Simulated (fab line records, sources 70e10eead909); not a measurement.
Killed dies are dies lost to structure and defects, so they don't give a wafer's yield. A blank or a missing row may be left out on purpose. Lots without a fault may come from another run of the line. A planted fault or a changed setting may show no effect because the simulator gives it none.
fab line records | flow nand_harc
record lots=12 wafers=34 last_day=30
route steps=1302 shown A_WL_FILL@953
lots that met no fault: from a run of the same line without faults
start_h: hours from the record's first day to the start of the lot's first wafer shown | wait_h: hours since the lot's step before | " the same as in the row above | L1.1+2: a row that stands for several wafers | - no value, or no start given | * or withheld: withheld | < > ~ a bound
route shown NAME@n: a module of which the file shows steps, and the number in the route of the first | usual: mean/standard deviation of fault-free wafers | same: alike in all rows | chamber/n: place in a boat | sites: the reading at each site | _std_site: their standard deviation | _edge_site: outer sites' mean less inner sites' | radius_mm: how far each site lies from the wafer's centre | mask NAME#n: copy n | behind: the tool/chamber that last shaped the wafer | hold: why the lot was held/for how many hours/how that ended | device: the transistor (n, p or np) that didn't switch | end of line: the same wafers' tests at the end of the route | a step without rows: its recipe alone | killed: dies lost to structure and defects at the first sort, not the wafer's yield | map: a wafer's dies, x killed, . not, _ none there
set.NAME: the setting as run; set.NAME@STEP: as run at that earlier step | model.NAME: the simulator's own value behind a step, which no gauge read
steps of the route over a sample of lots; a table a step, a row a wafer
services: from which hour (start_h, from the record's first day; less than 0 if before it) a tool's chamber was out of use, for how many hours, and why
## steps
# step NHARC_A_WL_FILL_RTA_01
# recipe temp_c=1000 time_s=5
# usual lamp_power_pct=29.9/0.41 wafer_temp_C_max=1006.2/2.4
# columns lot.wafer tool chamber start_h wait_h lamp_power_pct wafer_temp_C_max
L230.1 rtp_anneal-01 0 485.09 - 29.5 1008.7
L230.5 " 0 " " 29.5 1008.1
L230.6 " 0 " " 29.5 1007.5
L227.4 rtp_anneal-02 0 485.16 - 30.3 1004.5
L227.5 " 0 " " 30.3 1005.9
L227.6 " 0 " " 30.3 1003.9
L232.1 rtp_anneal-01 0 500.97 - 29.5 1008.5
L232.4 " 0 " " 29.5 1008.2
L232.5 " 0 " " 29.5 1009.2
L231.1 rtp_anneal-02 0 500.99 - 30.3 1004.9
L231.4 " 0 " " 30.3 1003.4
L231.6 " 0 " " 30.4 1004.4
L233.4 rtp_anneal-02 0 521.22 - 30.3 1003.8
L233.5 " 0 " " 30.3 1003.5
L233.6 " 0 " " 30.3 1004.7
L234.3 rtp_anneal-02 0 546.98 - 30.3 1005.0
L234.4 " 0 " " 30.3 1004.0
L234.6 " 0 " " 30.4 1005.1
L236.2 rtp_anneal-01 0 556.85 - 29.5 1008.5
L236.5 " 0 " " 29.5 1010.2
L236.6 " 0 " " 29.5 1007.2
L237.1 rtp_anneal-02 0 576.00 - 30.3 1004.9
L237.2 " 0 " " 30.3 1006.7
L237.5 " 0 " " 30.3 1003.1
L238.3 rtp_anneal-01 0 576.22 - 29.5 1008.0
L238.5 " 0 " " 29.5 1006.8
L238.6 " 0 " " 29.5 1008.3
L240.2 rtp_anneal-01 0 604.90 - 29.4 1007.4
L240.5 " 0 " " 29.4 1009.4
L240.6 " 0 " " 29.4 1008.1
L241.1 rtp_anneal-02 0 629.65 - 30.3 1003.5
L241.2 " 0 " " 30.3 1004.1
L241.3 " 0 " " 30.3 1003.9
L243.2 rtp_anneal-01 0 633.57 - 29.5 1008.4
# step NHARC_A_WL_FILL_ETCHBACK_16
# recipe target_depth_a=1200 time_s=24 c4f8_flow_sccm=withheld o2_flow_sccm=8 ar_flow_sccm=withheld rf_w=600 bias_w=800 chemistry=C4F8/O2/Ar
# usual bias_w=800.3/2.2 oes_product_au=0.97/0.032 rf_vpp_V=725.4/2.2 run_length_s=45.0/0.6
# columns lot.wafer tool chamber start_h wait_h bias_w oes_product_au rf_hours_counter_h rf_vpp_V run_length_s
L227.4 rie_diel-08 1 - - 800.2 1.01 4.0 729.6 44.2
L227.6 " 0 " " 800.7 1.01 - 724.0 44.8
L227.5 " 1 " " 801.8 0.99 - 728.7 44.8
L230.1 rie_diel-10 3 - - 797.3 1.00 4.6 719.1 45.0
L230.5 " 1 " " 798.4 1.02 - 726.4 45.2
L230.6 " 2 " " 797.1 1.02 - 730.3 45.4
L232.4 rie_diel-13 3 - - 799.1 0.92 4.2 725.9 45.2
L232.1 " 0 " " 798.1 0.91 4.4 722.6 44.7
L232.5 " 1 " " 801.9 0.93 - 727.7 46.1
L231.1 rie_diel-10 0 - - 798.6 0.99 5.4 724.6 46.0
L231.4 " 3 " " 800.4 0.99 5.7 720.1 45.2
L231.6 " 1 " " 800.1 1.01 - 727.3 45.0
L233.4 rie_diel-08 0 - - 798.9 0.92 4.2 725.0 44.7
L233.5 " 3 " " 797.1 0.91 - 723.1 44.7
L233.6 " 0 " " 798.2 0.93 - 725.9 44.7
L234.3 rie_diel-08 3 - - 798.8 0.99 0.2 724.2 44.4
L234.4 " 0 " " 803.8 0.99 0.2 722.2 44.7
L234.6 " 1 " " 799.5 0.99 - 729.6 44.4
L236.2 rie_diel-13 2 - - 799.5 0.99 1.1 725.4 45.7
L236.5 " 0 " " 801.5 0.99 - 722.8 44.6
L236.6 " 1 " " 798.9 0.98 - 726.4 45.9
L238.3 rie_diel-08 3 - - 803.2 0.98 1.3 723.6 44.4
L238.5 " 3 " " 801.5 0.98 - 724.0 44.4
L238.6 " 0 " " 797.9 1.00 - 724.8 44.6
L237.1 rie_diel-13 2 - - 798.3 0.98 1.4 726.0 45.7
L237.2 " 3 " " 801.5 0.98 1.7 724.2 45.8
L237.5 " 1 " " 796.7 0.97 - 726.4 46.5
L240.2 rie_diel-13 1 - - 800.2 0.99 2.0 727.9 46.0
L240.6 " 0 " " 800.2 0.99 - 725.3 44.7
L240.5 " 1 " " 799.9 1.01 - 727.4 45.7
L241.1 rie_diel-08 2 - - 798.7 0.97 2.3 723.5 45.2
L241.3 " 3 " " 801.9 0.99 2.3 724.5 44.6
L241.2 " 0 " " 804.8 1.01 2.4 724.5 44.7
L243.2 rie_diel-08 3 - - 800.4 0.99 2.3 723.7 44.3
# step NHARC_A_WL_FILL_ETCHBACK_17
# recipe target_depth_a=40 time_s=26.7 chemistry=Cl2/BCl3
# usual drypump_motor_current_A=5.6/0.3 oes_product_au=1.001/0.0097 run_length_s=47.87/0.29
# columns lot.wafer tool chamber start_h wait_h drypump_motor_current_A oes_product_au rf_hours_counter_h run_length_s
L227.4 rie_metal-02 1 497.62 - 5.4 0.995 - 47.61
L227.5 " 0 " " 5.6 0.996 - 47.79
L227.6 " 1 " " 5.4 0.991 - 48.06
L230.1 rie_metal-01 1 497.66 - 5.2 0.998 1.4 48.38
L230.5 " 0 " " 6.1 1.017 - 47.76
L230.6 " 1 " " 5.2 0.995 - 48.20
L232.1 rie_metal-02 0 512.72 - 5.6 1.019 0.8 48.41
L232.4 " 1 " " 5.5 0.989 - 47.79
L232.5 " 1 " " 5.5 0.997 - 47.93
L231.1 rie_metal-01 0 513.80 - 6.1 1.008 1.7 47.47
L231.4 " 1 " " 5.2 0.991 - 48.02
L231.6 " 1 " " 5.2 0.998 - 48.04
L233.4 rie_metal-02 0 536.14 - 5.5 1.015 - 47.71
L233.5 " 0 " " 5.5 1.009 - 48.20
L233.6 " 1 " " 5.4 1.008 - 48.06
L234.4 rie_metal-02 1 558.03 - 5.5 0.987 - 47.76
L234.3 " 0 " " 5.5 0.994 - 47.92
L234.6 " 0 " " 5.6 0.993 - 47.79
L236.2 rie_metal-03 1 568.35 - 5.9 1.004 0.4 47.99
L236.5 " 0 " " 5.9 0.987 - 47.46
L236.6 " 1 " " 5.9 1.009 - 47.48
L237.2 rie_metal-03 1 589.83 - 5.9 0.997 1.3 47.57
L237.1 " 0 " " 5.9 0.987 1.2 48.16
L237.5 " 0 " " 5.9 0.985 - 47.46
L238.3 rie_metal-02 0 589.86 - 5.5 1.009 - 48.19
L238.5 " 1 " " 5.4 0.998 - 47.81
L238.6 " 0 " " 5.6 1.007 - 47.86
L240.2 rie_metal-01 0 617.10 - 6.1 1.013 0.4 47.68
L240.5 " 1 " " 5.2 1.000 - 48.45
L240.6 " 0 " " 6.1 1.014 - 47.60
L241.1 rie_metal-02 1 640.74 - 5.4 1.011 0 48.10
L241.2 " 0 " " 5.6 1.004 0 47.64
L241.3 " 1 " " 5.5 0.998 - 47.62
L243.2 rie_metal-01 1 644.68 - 5.2 0.996 0.8 49.59
# step NHARC_A_WL_FILL_ETCHBACK_26
# recipe target_depth_a=520 time_s=13.3 hbr_flow_sccm=150 rf_w=350 icp_w=350 bias_w=60 chemistry=HBr
# usual bias_w=60.02/0.18 drypump_motor_current_A=5.9/0.52 oes_product_au=1.002/0.01 run_length_s=34.5/0.42 throttle_valve_pct=23.265/0.0094
# columns lot.wafer tool chamber start_h wait_h bias_w drypump_motor_current_A oes_product_au rf_hours_counter_h run_length_s throttle_valve_pct
L230.1 rie_si-05 0 502.84 0.4 60.38 5.6 0.996 0.1 34.9 23.248
L230.6 " 3 " " 59.99 5.4 1.001 - 34.6 23.264
L230.5 " 0 " " 60.21 5.6 1.011 - 34.8 23.276
L227.4 rie_si-06 0 502.85 0.4 60.08 6.2 0.997 0.5 35.2 23.264
L227.5 " 2 " " 60.09 6.3 1.005 - 34.2 23.271
L227.6 " 3 " " 60.02 6.5 1.000 - 34.7 23.268
L231.4 rie_si-01 2 517.96 0.4 60.08 6.0 0.992 0.9 34.0 23.272
L231.1 " 1 " " 60.05 5.3 1.012 0.8 34.4 23.272
L231.6 " 3 " " 60.12 6.6 0.986 - 35.5 23.249
L232.1 rie_si-06 1 517.99 0.4 60.01 4.9 1.019 0.6 33.7 23.269
L232.4 " 2 " " 60.07 6.3 1.009 0.5 33.9 23.266
L232.5 " 0 " " 59.82 6.2 1.011 - 35.4 23.278
L233.4 rie_si-01 0 541.25 0.4 60.06 6.1 1.018 0.8 34.4 23.255
L233.5 " 1 " " 59.88 5.3 1.016 - 35.3 23.255
L233.6 " 2 " " 60.29 6.0 1.006 - 34.5 23.272
L234.4 rie_si-01 0 563.24 0.4 59.97 6.1 0.986 0.0 34.5 23.272
L234.3 " 1 " " 60.08 5.4 0.998 0.0 34.8 23.267
L234.6 " 1 " " 60.11 5.3 0.992 - 35.1 23.265
L236.2 rie_si-06 3 573.62 0.4 59.75 6.6 1.008 0.8 34.7 23.261
L236.6 " 0 " " 60.12 6.2 1.001 - 34.9 23.252
L236.5 " 1 " " 60.32 4.8 1.002 - 33.7 23.264
L237.2 rie_si-05 0 594.91 0.4 59.98 5.6 1.012 0.7 34.2 23.272
L237.1 " 2 " " 59.99 5.9 1.019 0.8 34.6 23.256
L237.5 " 1 " " 59.98 5.3 0.995 - 34.3 23.262
L238.3 rie_si-01 1 594.91 0.4 59.90 5.3 1.000 0.2 34.6 23.276
L238.5 " 1 " " 60.11 5.3 0.984 - 34.7 23.245
L238.6 " 2 " " 59.60 5.9 0.996 - 34.4 23.272
L240.2 rie_si-01 2 622.31 0.4 59.82 6.0 1.000 0.5 34.0 23.248
L240.6 " 0 " " 60.31 6.1 0.995 - 34.6 23.263
L240.5 " 1 " " 60.02 5.3 1.012 - 34.7 23.264
L241.1 rie_si-05 2 645.95 0.4 60.12 5.9 0.996 1.0 34.6 23.265
L241.2 " 3 " " 60.05 5.4 1.009 1.0 34.2 23.262
L241.3 " 1 " " 59.90 5.2 1.002 1.2 34.3 23.271
L243.2 rie_si-06 1 649.94 0.4 59.89 4.9 1.009 0.2 33.9 23.246
## services
# columns tool chamber start_h hours kind
rie_metal-02 0 463.00 - clean
rie_metal-02 1 463.00 - clean
rie_diel-10 - 464.13 0.2 repair
rie_si-06 0 475.13 6.0 repair
rie_si-05 - 482.00 9.0 pm
rie_si-01 - 508.91 0.3 repair
rie_metal-02 - 518.68 2.2 repair
rie_metal-03 - 519.00 9.0 pm
rie_diel-13 - 519.03 9.0 pm
rie_si-05 0 520.92 2.0 repair
rie_metal-01 0 522.12 12.8 repair
rie_diel-10 0 527.93 12.1 repair
rie_diel-08 - 544.80 9.0 pm
rie_metal-03 0 545.85 11.7 repair
rie_si-01 - 547.00 9.0 pm
rie_diel-13 - 564.08 2.2 repair
rie_metal-01 - 575.00 9.0 pm
rie_diel-13 1 575.94 8.8 repair
rie_metal-03 0 577.94 5.9 repair
rie_diel-10 - 596.61 9.0 pm
rie_si-06 - 603.00 9.0 pm
rie_metal-02 - 631.00 9.0 pm
rie_diel-10 3 638.25 11.1 repair
rie_si-05 0 648.28 7.1 repair
## key
first_sign step=NHARC_A_WL_FILL_ETCHBACK_17 reading=run_length_s direction=up sigmas=5.9 usual=* struck=*
effect none on later readings
met_at NHARC_A_WL_FILL_ETCHBACK_17
struck_lots L243
struck_wafers L243.2
tester_left_out L243
not_acting_at NHARC_A_WL_FILL_RTA_01,NHARC_A_WL_FILL_ETCHBACK_16,NHARC_A_WL_FILL_ETCHBACK_26
onset_between 617.10 644.68
fault kind=process_parameter_drift tool=rie_metal-01 chamber=- onset_h=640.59 steps=NHARC_A_WL_FILL_ETCHBACK_17 channel=time_s offset=* shape=step end_h=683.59 scope=struck_wafers_only acts_in=* stated=*
# tester_left_out: of these lots the tester's yield and bins aren't shown, on N5 and GAA mostly nor the transistor test; their killed dies are dies lost to structure and defects alone, not to doping, threshold or leakage, so they don't give the yield
